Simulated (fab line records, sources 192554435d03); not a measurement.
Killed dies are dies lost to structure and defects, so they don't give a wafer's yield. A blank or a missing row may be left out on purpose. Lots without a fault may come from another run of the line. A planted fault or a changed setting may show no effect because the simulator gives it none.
fab line records | flow n5_finfet
record lots=24 wafers=72 last_day=20
route steps=1938 shown BEOL_M8@1400 BEOL_M10@1502 BEOL_M11@1559
lots that met no fault: from a run of the same line without faults
start_h: hours from the record's first day to the start of the lot's first wafer shown | wait_h: hours since the lot's step before | " the same as in the row above | L1.1+2: a row that stands for several wafers | - no value, or no start given | * or withheld: withheld | < > ~ a bound
route shown NAME@n: a module of which the file shows steps, and the number in the route of the first | usual: mean/standard deviation of fault-free wafers | same: alike in all rows | chamber/n: place in a boat | sites: the reading at each site | _std_site: their standard deviation | _edge_site: outer sites' mean less inner sites' | radius_mm: how far each site lies from the wafer's centre | mask NAME#n: copy n | behind: the tool/chamber that last shaped the wafer | hold: why the lot was held/for how many hours/how that ended | device: the transistor (n, p or np) that didn't switch | end of line: the same wafers' tests at the end of the route | a step without rows: its recipe alone | killed: dies lost to structure and defects at the first sort, not the wafer's yield | map: a wafer's dies, x killed, . not, _ none there
set.NAME: the setting as run; set.NAME@STEP: as run at that earlier step | model.NAME: the simulator's own value behind a step, which no gauge read
steps of the route over a sample of lots; a table a step, a row a wafer
services: from which hour (start_h, from the record's first day; less than 0 if before it) a tool's chamber was out of use, for how many hours, and why
## steps
# step N5_BEOL_M8_INSPECT_58
# recipe inspect_instrument=darkfield mode=post_dep
# usual raw_defect_count=68/23
# columns lot.wafer tool chamber start_h wait_h raw_defect_count
L074.2 defect_inspect-02 - 238.15 0.0 58
L074.3 " - " " 69
L074.5 " - " " 86
L075.3 defect_inspect-01 - 258.73 0.0 62
L075.5 " - " " 71
L075.6 " - " " 72
L078.1 defect_inspect-01 - 263.65 0.0 108
L078.3 " - " " 85
L078.6 " - " " 53
L076.1 defect_inspect-01 - 268.31 0.0 68
L076.4 " - " " 36
L076.5 " - " " 45
L077.1 defect_inspect-02 - 268.77 0.0 41
L077.4 " - " " 80
L077.5 " - " " 90
L079.1 defect_inspect-02 - 276.71 0.0 56
L079.4 " - " " 58
L079.6 " - " " 64
L083.2 defect_inspect-01 - 288.84 0.0 30
L083.5 " - " " 67
L083.6 " - " " 82
L082.2 defect_inspect-01 - 289.95 0.0 71
L082.4 " - " " 89
L082.5 " - " " 94
L080.1 defect_inspect-01 - 297.93 0.0 93
L080.3 " - " " 52
L080.6 " - " " 36
L081.2 defect_inspect-01 - 302.66 0.0 35
L081.3 " - " " 43
L081.4 " - " " 66
L084.1 defect_inspect-01 - 307.93 0.0 98
L084.4 " - " " 55
L084.6 " - " " 52
L085.1 defect_inspect-02 - 315.03 0.0 54
L085.2 " - " " 70
L085.4 " - " " 100
L088.1 defect_inspect-01 - 324.03 0.0 76
L088.2 " - " " 80
L088.6 " - " " 83
L087.1 defect_inspect-02 - 332.83 0.0 47
L087.2 " - " " 52
L087.4 " - " " 52
L089.1 defect_inspect-01 - 334.78 0.0 63
L089.2 " - " " 46
L089.6 " - " " 42
L086.2 defect_inspect-02 - 341.86 0.0 35
L086.4 " - " " 27
L086.6 " - " " 39
L091.1 defect_inspect-02 - 343.50 0.0 57
L091.4 " - " " 82
L091.5 " - " " 93
L093.3 defect_inspect-01 - 358.78 0.0 68
L093.4 " - " " 73
L093.6 " - " " 71
L092.1 defect_inspect-01 - 360.80 0.0 76
L092.3 " - " " 55
L092.5 " - " " 70
L090.1 defect_inspect-02 - 365.62 0.0 67
L090.3 " - " " 42
L090.5 " - " " 48
L094.4 defect_inspect-02 - 373.63 0.0 44
L094.5 " - " " 67
L094.6 " - " " 52
L096.2 defect_inspect-01 - 379.19 0.0 62
L096.3 " - " " 37
L096.4 " - " " 80
L097.1 defect_inspect-01 - 391.73 0.0 76
L097.4 " - " " 70
L097.6 " - " " 84
L095.2 defect_inspect-02 - 395.99 0.0 52
L095.4 " - " " 50
L095.5 " - " " 108
# step N5_BEOL_M10_CD_MEAS_28
# recipe target_cd_nm=70 landing_energy_ev=500 detector=se_inlens polarity=opening
# usual cd_nm=69.7/1.1
# columns lot.wafer tool chamber start_h wait_h cd_nm
L074.2 cd_sem-01 0 253.47 - 68.7
L074.3 " 0 " " 68.0
L074.5 " 0 " " 68.4
L075.3 cd_sem-02 0 269.73 - 68.2
L075.5 " 0 " " 69.9
L075.6 " 0 " " 69.6
L078.1 cd_sem-03 0 274.07 - 70.1
L078.3 " 0 " " 69.4
L078.6 " 0 " " 69.0
L076.1 cd_sem-03 0 278.49 - 70.2
L076.4 " 0 " " 70.2
L076.5 " 0 " " 70.3
L077.1 cd_sem-03 0 282.14 - 69.2
L077.4 " 0 " " 71.1
L077.5 " 0 " " 69.4
L079.1 cd_sem-03 0 290.96 - 71.8
L079.4 " 0 " " 70.2
L079.6 " 0 " " 69.6
L083.2 cd_sem-03 0 298.83 - 67.7
L083.5 " 0 " " 70.3
L083.6 " 0 " " 69.7
L082.2 cd_sem-03 0 301.04 - 69.4
L082.4 " 0 " " 69.7
L082.5 " 0 " " 69.9
L080.1 cd_sem-03 0 311.73 - 70.0
L080.3 " 0 " " 68.4
L080.6 " 0 " " 69.5
L081.2 cd_sem-02 0 320.65 - 70.5
L081.3 " 0 " " 71.1
L081.4 " 0 " " 68.1
L084.1 cd_sem-02 0 323.89 - 70.4
L084.4 " 0 " " 70.9
L084.6 " 0 " " 70.6
L085.1 cd_sem-03 0 329.31 - 71.4
L085.2 " 0 " " 69.7
L085.4 " 0 " " 68.3
L088.1 cd_sem-03 0 337.22 - 71.3
L088.2 " 0 " " 70.7
L088.6 " 0 " " 69.3
L087.1 cd_sem-02 0 344.10 - 68.6
L087.2 " 0 " " 68.9
L087.4 " 0 " " 70.2
L089.1 cd_sem-03 0 350.75 - 70.9
L089.2 " 0 " " 68.4
L089.6 " 0 " " 69.0
L086.2 cd_sem-03 0 350.79 - 70.6
L086.4 " 0 " " 71.1
L086.6 " 0 " " 71.3
L091.1 cd_sem-03 0 353.88 - 70.1
L091.4 " 0 " " 68.4
L091.5 " 0 " " 69.2
L093.3 cd_sem-02 0 368.17 - 68.9
L093.4 " 0 " " 68.5
L093.6 " 0 " " 69.6
L092.1 cd_sem-03 0 370.35 - 69.6
L092.3 " 0 " " 69.3
L092.5 " 0 " " 68.5
L090.1 cd_sem-01 0 383.44 - 67.3
L090.3 " 0 " " 70.1
L090.5 " 0 " " 69.5
L094.4 cd_sem-02 0 391.50 - 71.1
L094.5 " 0 " " 72.0
L094.6 " 0 " " 70.6
L096.2 cd_sem-02 0 395.28 - 70.7
L096.3 " 0 " " 70.7
L096.4 " 0 " " 70.4
L097.1 cd_sem-03 0 406.24 - 71.6
L097.4 " 0 " " 67.4
L097.6 " 0 " " 69.7
L095.2 cd_sem-03 0 413.44 - 67.1
L095.4 " 0 " " 69.5
L095.5 " 0 " " 69.9
# step N5_BEOL_M10_ETCH_65
# recipe chemistry=CF4 target=SiARC target_depth_a=390 mask_material=CAR-ArF time_s=65 ion_energy_ev=80 pressure_mtorr=40 source_w=545 bias_w=36 Ar_flow_sccm=100 cf4_flow_sccm=100 ends=cleared
# usual drypump_motor_current_A=5.6/0.39 etch_rf_on_time_s=63.9/2 oes_product_au=0.68/0.082 rf_vpp_V=184.0/1.3 showerhead_plenum_p_Torr=2.14/0.089 throttle_valve_pct=15.61/0.29
# columns lot.wafer tool chamber start_h wait_h drypump_motor_current_A etch_rf_on_time_s oes_product_au rf_hours_counter_h rf_vpp_V showerhead_plenum_p_Torr throttle_valve_pct
L074.2 rie_diel-05 1 253.60 0.0 6.2 62.8 0.66 159 184.1 2.12 15.83
L074.3 " 2 " " 5.3 66.9 0.58 242 185.3 2.20 15.80
L074.5 " 2 " " 5.3 67.2 0.58 - 184.5 2.20 15.80
L075.3 rie_diel-05 1 269.85 0.0 6.2 62.9 0.65 166 183.9 2.12 15.85
L075.5 " 0 " " 5.1 65.4 0.61 - 183.3 2.02 15.48
L075.6 " 1 " " 6.2 62.8 0.65 - 185.0 2.12 15.86
L078.1 rie_diel-04 2 274.61 0.0 5.6 62.5 0.73 62 184.1 2.19 15.86
L078.3 " 2 " " 5.6 61.5 0.74 - 185.0 2.19 15.87
L078.6 " 1 " " 6.2 64.6 0.61 - 182.6 2.06 16.00
L076.1 rie_diel-05 0 278.90 0.0 5.2 65.9 0.61 223 182.9 2.02 15.51
L076.4 " 0 " " 5.1 66.0 0.61 - 182.3 2.02 15.49
L076.5 " 1 " " 6.2 64.0 0.64 - 182.9 2.12 15.86
L077.1 rie_diel-05 1 282.26 0.0 6.2 63.0 0.65 173 185.2 2.12 15.88
L077.4 " 3 " " 5.5 61.5 0.85 - 186.7 2.29 15.15
L077.5 " 0 " " 5.1 65.3 0.61 - 182.2 2.02 15.51
L079.1 rie_diel-04 1 291.09 0.0 6.2 64.3 0.61 216 182.6 2.05 15.99
L079.4 " 0 " " 5.8 66.0 0.63 161 184.7 2.12 15.24
L079.6 " 2 " " 5.6 62.0 0.73 - 185.7 2.19 15.87
L083.2 rie_diel-04 0 299.09 0.0 5.8 66.4 0.63 164 182.7 2.12 15.24
L083.5 " 2 " " 5.6 63.0 0.72 - 185.4 2.19 15.90
L083.6 " 1 " " 6.2 65.3 0.60 - 183.4 2.05 16.02
L082.2 rie_diel-01 0 301.16 0.0 6.3 62.0 0.80 18 184.6 2.19 15.37
L082.4 " 2 " " 5.1 65.1 0.58 246 183.2 2.10 15.78
L082.5 " 1 " " 5.8 68.0 0.63 - 185.2 2.23 15.51
L080.1 rie_diel-01 1 311.85 0.0 5.8 67.9 0.64 160 185.2 2.23 15.51
L080.3 " 0 " " 6.3 63.0 0.78 21 185.8 2.19 15.38
L080.6 " 2 " " 5.2 65.2 0.58 - 183.4 2.10 15.79
L081.2 rie_diel-05 0 320.77 0.0 5.1 65.5 0.60 241 182.4 2.02 15.54
L081.3 " 1 " " 6.2 64.3 0.64 177 182.0 2.11 15.87
L081.4 " 2 " " 5.3 64.4 0.78 15 185.7 2.19 15.36
L084.1 rie_diel-05 3 324.32 0.0 5.4 62.3 0.80 26 186.8 2.29 15.19
L084.4 " 2 " " 5.3 63.4 0.78 17 184.5 2.19 15.37
L084.6 " 2 " " 5.3 63.7 0.78 - 184.0 2.19 15.38
L085.1 rie_diel-05 1 329.45 0.0 6.1 63.3 0.64 180 183.3 2.11 15.89
L085.2 " 3 " " 5.4 62.3 0.80 28 185.9 2.29 15.21
L085.4 " 0 " " 5.1 65.8 0.59 244 183.8 2.02 15.53
L088.1 rie_diel-01 0 337.37 0.0 6.3 63.1 0.77 34 185.1 2.18 15.39
L088.2 " 3 " " 5.0 66.1 0.61 199 181.7 2.04 15.83
L088.6 " 0 " " 6.3 63.1 0.76 - 184.5 2.18 15.42
L087.1 rie_diel-05 2 344.23 0.0 5.3 64.4 0.77 23 184.0 2.19 15.37
L087.2 " 3 " " 5.4 62.1 0.79 32 185.3 2.29 15.20
L087.4 " 0 " " 5.1 66.4 0.59 248 183.0 2.01 15.54
L089.1 rie_diel-05 1 350.99 0.0 6.2 63.2 0.64 186 184.4 2.11 15.89
L089.2 " 3 " " 5.4 61.6 0.79 34 187.8 2.28 15.19
L089.6 " 2 " " 5.3 64.0 0.76 - 186.4 2.19 15.38
L086.2 rie_diel-04 3 351.35 0.0 5.5 61.5 0.63 206 182.6 2.03 15.70
L086.4 " 2 " " 5.6 62.0 0.71 - 184.7 2.18 15.93
L086.6 " 1 " " 6.1 64.7 0.59 - 183.2 2.05 16.06
L091.1 rie_diel-04 1 354.10 0.0 6.1 64.6 0.59 242 183.2 2.05 16.06
L091.4 " 2 " " 5.6 62.2 0.70 - 182.2 2.18 15.93
L091.5 " 3 " " 5.5 61.5 0.63 - 182.9 2.03 15.72
L093.3 rie_diel-05 2 368.98 0.0 5.3 64.0 0.74 36 185.2 2.18 15.41
L093.4 " 0 " " 5.1 63.6 0.84 - 185.4 2.27 15.07
L093.6 " 2 " " 5.3 64.9 0.74 - 184.4 2.18 15.42
L092.1 rie_diel-04 3 370.47 0.0 5.5 62.3 0.62 218 183.1 2.03 15.73
L092.3 " 2 " " 5.6 63.0 0.69 105 185.0 2.18 15.97
L092.5 " 2 " " 5.6 62.3 0.69 - 184.7 2.18 15.95
L090.1 rie_diel-04 2 383.56 0.0 5.6 61.8 0.68 108 185.3 2.18 15.97
L090.3 " 3 " " 5.5 60.7 0.63 221 182.7 2.03 15.75
L090.5 " 2 " " 5.6 61.8 0.68 - 185.4 2.18 15.99
L094.4 rie_diel-01 0 391.62 0.0 6.3 63.0 0.75 51 184.5 2.18 15.43
L094.5 " 3 " " 5.0 66.8 0.60 - 183.6 2.04 15.88
L094.6 " 0 " " 6.2 63.0 0.74 - 183.5 2.18 15.44
L096.2 rie_diel-05 0 395.40 0.0 5.1 64.4 0.80 10 186.4 2.26 15.10
L096.3 " 3 " " 5.4 62.5 0.75 54 186.2 2.28 15.26
L096.4 " 1 " " 6.2 64.1 0.62 200 182.8 2.11 15.91
L097.1 rie_diel-01 3 406.37 0.0 5.0 67.6 0.60 219 181.6 2.04 15.86
L097.4 " 1 " " 5.8 68.6 0.60 191 185.8 2.22 15.57
L097.6 " 2 " " 5.1 63.8 0.81 - 182.5 2.09 15.32
L095.2 rie_diel-04 3 413.57 0.0 5.5 60.9 0.63 234 182.7 2.02 15.76
L095.4 " 2 " " 5.6 62.0 0.68 - 184.9 2.17 16.00
L095.5 " 0 " " 5.8 65.9 0.61 - 184.3 2.11 15.30
# step N5_BEOL_M10_STRIP_36
# recipe chemistry=N2/H2 power_w=450 temp_c=40 pressure_mtorr=20 rf_frequency_hz=6e+07 overash_fraction=0.3 bias_power_w=7 h2_frac=0.5 n2_flow_sccm=200 h2_flow_sccm=200
# usual drypump_motor_current_A=5.6/0.39 oes_product_au=0.79/0.1 rf_vpp_V=58.9/2 showerhead_plenum_p_Torr=2.52/0.098 throttle_valve_pct=23.5/0.4
# columns lot.wafer tool chamber start_h wait_h drypump_motor_current_A oes_product_au rf_hours_counter_h rf_vpp_V showerhead_plenum_p_Torr throttle_valve_pct
L074.2 rie_diel-05 1 253.83 0.0 6.2 0.77 159 61.6 2.51 23.9
L074.3 " 2 " " 5.3 0.69 243 59.2 2.56 23.2
L074.5 " 2 " " 5.3 0.69 - 56.5 2.56 23.2
L075.3 rie_diel-05 1 270.09 0.0 6.2 0.75 166 59.9 2.50 23.9
L075.5 " 0 " " 5.2 0.74 - 62.8 2.41 23.7
L075.6 " 1 " " 6.2 0.75 - 57.7 2.50 23.9
L078.1 rie_diel-04 2 274.97 0.0 5.6 0.86 62 62.4 2.57 23.7
L078.3 " 2 " " 5.7 0.87 - 59.8 2.57 23.7
L078.6 " 1 " " 6.1 0.71 - 57.9 2.41 23.8
L076.1 rie_diel-05 0 279.13 0.0 5.1 0.71 224 59.6 2.41 23.8
L076.4 " 0 " " 5.2 0.70 - 59.2 2.41 23.8
L076.5 " 1 " " 6.2 0.74 - 57.1 2.50 23.9
L077.1 rie_diel-05 1 282.50 0.0 6.2 0.75 173 56.7 2.50 23.9
L077.4 " 3 " " 5.5 1.01 - 58.5 2.67 22.8
L077.5 " 0 " " 5.1 0.70 - 58.2 2.41 23.8
L079.1 rie_diel-04 1 291.32 0.0 6.2 0.69 216 59.6 2.41 23.8
L079.4 " 0 " " 5.8 0.75 161 58.0 2.55 23.4
L079.6 " 2 " " 5.6 0.86 - 60.7 2.56 23.6
L083.2 rie_diel-04 0 299.32 0.0 5.8 0.75 164 55.8 2.55 23.4
L083.5 " 2 " " 5.6 0.84 - 59.6 2.56 23.7
L083.6 " 1 " " 6.1 0.67 - 55.0 2.41 23.9
L082.2 rie_diel-01 0 301.40 0.0 6.3 0.93 18 59.5 2.57 23.2
L082.4 " 2 " " 5.2 0.68 246 58.3 2.52 24.4
L082.5 " 1 " " 5.9 0.76 - 54.1 2.67 23.6
L080.1 rie_diel-01 1 312.09 0.0 5.9 0.75 160 58.9 2.67 23.6
L080.3 " 0 " " 6.3 0.92 22 59.2 2.57 23.2
L080.6 " 2 " " 5.1 0.68 - 57.1 2.52 24.4
L081.2 rie_diel-05 0 321.00 0.0 5.1 0.70 241 63.2 2.40 23.8
L081.3 " 1 " " 6.1 0.74 177 59.4 2.50 23.9
L081.4 " 2 " " 5.2 0.94 15 56.7 2.55 23.0
L084.1 rie_diel-05 3 324.56 0.0 5.5 0.93 26 60.4 2.66 22.8
L084.4 " 2 " " 5.3 0.91 17 59.8 2.55 23.0
L084.6 " 2 " " 5.3 0.92 - 60.9 2.55 23.0
L085.1 rie_diel-05 1 329.68 0.0 6.1 0.72 180 59.8 2.50 23.9
L085.2 " 3 " " 5.5 0.93 28 59.6 2.66 22.8
L085.4 " 0 " " 5.2 0.69 244 56.9 2.40 23.7
L088.1 rie_diel-01 0 337.61 0.0 6.2 0.89 34 60.2 2.57 23.2
L088.2 " 3 " " 5.1 0.71 199 57.5 2.39 23.5
L088.6 " 0 " " 6.3 0.89 - 59.1 2.56 23.3
L087.1 rie_diel-05 2 344.46 0.0 5.3 0.89 23 57.6 2.55 23.0
L087.2 " 3 " " 5.5 0.92 32 61.6 2.66 22.8
L087.4 " 0 " " 5.1 0.69 248 60.6 2.40 23.8
L089.1 rie_diel-05 1 351.22 0.0 6.2 0.74 186 61.2 2.50 23.9
L089.2 " 3 " " 5.5 0.93 34 58.6 2.66 22.8
L089.6 " 2 " " 5.2 0.88 - 56.1 2.55 23.0
L086.2 rie_diel-04 3 351.59 0.0 5.5 0.71 206 60.1 2.40 23.4
L086.4 " 2 " " 5.6 0.82 - 59.8 2.55 23.7
L086.6 " 1 " " 6.1 0.69 - 55.7 2.40 23.9
L091.1 rie_diel-04 1 354.34 0.0 6.1 0.67 242 59.3 2.40 23.9
L091.4 " 2 " " 5.6 0.81 - 58.8 2.55 23.7
L091.5 " 3 " " 5.5 0.71 - 60.4 2.40 23.4
L093.3 rie_diel-05 2 369.22 0.0 5.2 0.87 37 56.8 2.54 23.0
L093.4 " 0 " " 5.1 1.00 - 58.9 2.72 23.6
L093.6 " 2 " " 5.3 0.88 - 58.7 2.55 23.0
L092.1 rie_diel-04 3 370.71 0.0 5.5 0.71 218 59.6 2.39 23.5
L092.3 " 2 " " 5.6 0.81 105 61.3 2.55 23.7
L092.5 " 2 " " 5.6 0.79 - 58.9 2.55 23.7
L090.1 rie_diel-04 2 383.80 0.0 5.6 0.81 109 56.8 2.55 23.7
L090.3 " 3 " " 5.5 0.70 221 59.4 2.39 23.5
L090.5 " 2 " " 5.6 0.80 - 59.0 2.55 23.7
L094.4 rie_diel-01 0 391.86 0.0 6.2 0.86 51 61.3 2.56 23.3
L094.5 " 3 " " 5.1 0.70 - 58.2 2.38 23.5
L094.6 " 0 " " 6.2 0.87 - 57.5 2.56 23.2
L096.2 rie_diel-05 0 395.63 0.0 5.1 0.92 10 61.1 2.71 23.6
L096.3 " 3 " " 5.5 0.89 54 60.3 2.65 22.8
L096.4 " 1 " " 6.1 0.71 200 54.8 2.49 24.0
L097.1 rie_diel-01 3 406.60 0.0 5.0 0.70 219 59.2 2.38 23.5
L097.4 " 1 " " 5.8 0.73 191 59.1 2.65 23.7
L097.6 " 2 " " 5.2 0.94 - 57.1 2.51 24.0
L095.2 rie_diel-04 3 413.80 0.0 5.5 0.69 235 57.7 2.39 23.5
L095.4 " 2 " " 5.6 0.80 - 57.8 2.54 23.7
L095.5 " 0 " " 5.8 0.74 - 61.1 2.53 23.5
# step N5_BEOL_M10_DEP_56
# recipe material=SiCN target_thk_a=150 temp_c=withheld precursor=3MS/NH3 pressure_torr=3 rf_w=202 time_s=26.5
# usual showerhead_plenum_p_Torr=3.666/0.014 throttle_valve_pct=9.4/0.73
# columns lot.wafer tool chamber start_h wait_h showerhead_plenum_p_Torr throttle_valve_pct
L074.2 pecvd-01 2 256.63 0.0 3.668 8.6
L074.3 " 0 " " 3.659 9.5
L074.5 " 0 " " 3.661 9.4
L075.3 pecvd-01 1 272.58 0.0 3.668 9.2
L075.5 " 2 " " 3.668 8.7
L075.6 " 1 " " 3.657 9.4
L078.1 pecvd-01 2 277.96 0.0 3.665 8.6
L078.3 " 0 " " 3.648 9.5
L078.6 " 0 " " 3.660 9.6
L076.1 pecvd-03 1 281.47 0.0 3.666 8.9
L076.4 " 2 " " 3.644 9.0
L076.5 " 2 " " 3.635 9.0
L077.1 pecvd-01 1 286.11 0.0 3.667 9.0
L077.4 " 2 " " 3.664 8.4
L077.5 " 1 " " 3.668 8.9
L079.1 pecvd-04 0 294.10 0.0 3.695 9.6
L079.4 " 1 " " 3.666 11.4
L079.6 " 0 " " 3.688 9.2
L083.2 pecvd-04 0 302.50 0.0 3.691 9.2
L083.5 " 1 " " 3.671 11.3
L083.6 " 0 " " 3.688 9.3
L082.2 pecvd-03 2 304.50 0.0 3.651 8.9
L082.4 " 1 " " 3.686 8.6
L082.5 " 2 " " 3.645 9.0
L080.1 pecvd-04 0 314.84 0.0 3.687 9.3
L080.3 " 2 " " 3.643 9.2
L080.6 " 2 " " 3.643 8.9
L081.2 pecvd-04 2 324.20 0.0 3.635 8.8
L081.3 " 1 " " 3.673 11.2
L081.4 " 1 " " 3.674 11.3
L084.1 pecvd-01 1 327.21 0.0 3.661 9.5
L084.4 " 1 " " 3.668 9.1
L084.6 " 0 " " 3.659 9.4
L085.1 pecvd-01 1 332.83 0.0 3.668 9.3
L085.2 " 2 " " 3.671 8.7
L085.4 " 1 " " 3.660 9.4
L088.1 pecvd-03 1 341.91 0.0 3.682 8.6
L088.2 " 2 " " 3.651 9.2
L088.6 " 0 " " 3.684 10.5
L087.1 pecvd-04 0 347.19 0.0 3.699 9.1
L087.2 " 1 " " 3.668 11.2
L087.4 " 1 " " 3.676 10.8
L089.1 pecvd-03 1 355.75 0.0 3.678 8.8
L089.2 " 0 " " 3.686 10.8
L089.6 " 0 " " 3.684 10.4
L086.2 pecvd-01 1 356.47 0.0 3.661 9.1
L086.4 " 0 " " 3.658 9.7
L086.6 " 1 " " 3.667 9.1
L091.1 pecvd-04 1 357.20 0.0 3.667 11.2
L091.4 " 1 " " 3.661 11.3
L091.5 " 0 " " 3.689 9.4
L093.3 pecvd-01 2 373.08 0.0 3.665 8.5
L093.4 " 1 " " 3.671 9.1
L093.6 " 0 " " 3.652 9.2
L092.1 pecvd-03 0 373.55 0.0 3.680 10.5
L092.3 " 2 " " 3.655 9.2
L092.5 " 2 " " 3.655 8.9
L090.1 pecvd-01 2 386.30 0.0 3.662 8.8
L090.3 " 0 " " 3.650 9.5
L090.5 " 1 " " 3.660 9.1
L094.4 pecvd-01 1 395.28 0.0 3.656 9.2
L094.5 " 0 " " 3.658 9.3
L094.6 " 2 " " 3.668 8.7
L096.2 pecvd-03 1 401.87 0.0 3.678 8.5
L096.3 " 2 " " 3.651 9.1
L096.4 " 0 " " 3.672 10.4
L097.1 pecvd-01 1 409.46 0.0 3.667 9.1
L097.4 " 2 " " 3.658 8.9
L097.6 " 0 " " 3.664 9.6
L095.2 pecvd-01 0 416.78 0.0 3.665 9.4
L095.4 " 1 " " 3.667 9.3
L095.5 " 2 " " 3.673 8.6
# step N5_BEOL_M11_CD_MEAS_18
# recipe pitch_nm=140 target_cd_nm=70
# usual cd_nm=69.4/0.78
# columns lot.wafer tool chamber start_h wait_h cd_nm
L074.2 cd_sem-03 - 258.80 0.1 69.1
L074.3 " - " " 69.3
L074.5 " - " " 68.7
L075.3 cd_sem-01 - 275.31 0.1 70.8
L075.5 " - " " 71.0
L075.6 " - " " 70.0
L078.1 cd_sem-02 - 280.70 0.0 69.2
L078.3 " - " " 70.1
L078.6 " - " " 68.6
L076.1 cd_sem-02 - 284.51 0.0 70.3
L076.4 " - " " 69.2
L076.5 " - " " 69.3
L077.1 cd_sem-02 - 289.28 0.1 70.8
L077.4 " - " " 70.0
L077.5 " - " " 69.9
L079.1 cd_sem-02 - 296.93 0.0 68.9
L079.4 " - " " 69.2
L079.6 " - " " 69.2
L083.2 cd_sem-03 - 304.80 0.1 68.2
L083.5 " - " " 69.2
L083.6 " - " " 69.2
L082.2 cd_sem-02 - 307.31 0.1 68.7
L082.4 " - " " 68.8
L082.5 " - " " 68.0
L080.1 cd_sem-02 - 318.33 0.0 69.6
L080.3 " - " " 70.3
L080.6 " - " " 70.1
L081.2 cd_sem-03 - 326.92 0.1 71.8
L081.3 " - " " 69.1
L081.4 " - " " 70.0
L084.1 cd_sem-03 - 330.08 0.0 69.3
L084.4 " - " " 69.8
L084.6 " - " " 69.3
L085.1 cd_sem-03 - 335.90 0.0 68.5
L085.2 " - " " 69.1
L085.4 " - " " 70.1
L088.1 cd_sem-02 - 346.16 0.0 67.9
L088.2 " - " " 69.7
L088.6 " - " " 68.4
L087.1 cd_sem-03 - 350.01 0.0 69.7
L087.2 " - " " 69.6
L087.4 " - " " 69.2
L089.1 cd_sem-03 - 359.55 0.0 70.1
L089.2 " - " " 69.8
L089.6 " - " " 68.6
L086.2 cd_sem-03 - 360.00 0.1 70.2
L086.4 " - " " 69.3
L086.6 " - " " 69.9
L091.1 cd_sem-03 - 360.13 0.0 68.4
L091.4 " - " " 69.5
L091.5 " - " " 68.7
L093.3 cd_sem-02 - 378.82 0.1 69.4
L093.4 " - " " 69.4
L093.6 " - " " 71.3
L092.1 cd_sem-01 - 379.08 0.0 68.9
L092.3 " - " " 68.8
L092.5 " - " " 69.7
L090.1 cd_sem-01 - 403.11 0.0 70.7
L090.3 " - " " 70.1
L090.5 " - " " 70.0
L094.4 cd_sem-03 - 403.15 0.0 69.0
L094.5 " - " " 71.0
L094.6 " - " " 69.7
L096.2 cd_sem-03 - 406.66 0.1 69.9
L096.3 " - " " 68.4
L096.4 " - " " 69.1
L097.1 cd_sem-03 - 415.02 0.0 70.2
L097.4 " - " " 67.5
L097.6 " - " " 69.5
L095.2 cd_sem-01 - 420.95 0.1 69.2
L095.4 " - " " 69.7
L095.5 " - " " 67.9
## services
# columns tool chamber start_h hours kind
rie_diel-05 3 240.08 - clean
rie_diel-05 3 240.08 - consumable_replace:focus_ring
rie_diel-05 3 240.08 - consumable_replace:showerhead
rie_diel-05 3 240.08 25.9 scheduled_down
rie_diel-05 3 240.08 25.9 vent_cycle
pecvd-03 - 255.03 14.6 pm
rie_diel-04 0 268.44 10.6 repair
rie_diel-05 2 269.41 - clean
rie_diel-05 2 269.41 - consumable_replace:focus_ring
rie_diel-05 2 269.41 16.1 scheduled_down
rie_diel-05 2 269.41 16.1 vent_cycle
rie_diel-04 3 273.77 2.0 repair
rie_diel-05 1 286.76 30.4 repair
pecvd-01 - 295.80 14.6 pm
pecvd-03 0 307.10 28.4 repair
rie_diel-01 1 313.20 6.2 repair
rie_diel-05 0 350.11 - clean
rie_diel-01 - 351.84 15.6 pm
pecvd-01 1 366.46 4.7 repair
rie_diel-04 1 380.23 18.4 repair
pecvd-04 1 382.92 3.5 repair
rie_diel-04 0 386.71 4.0 repair
pecvd-01 - 413.47 2.8 pm
rie_diel-04 - 416.71 2.8 pm
## key
fault none
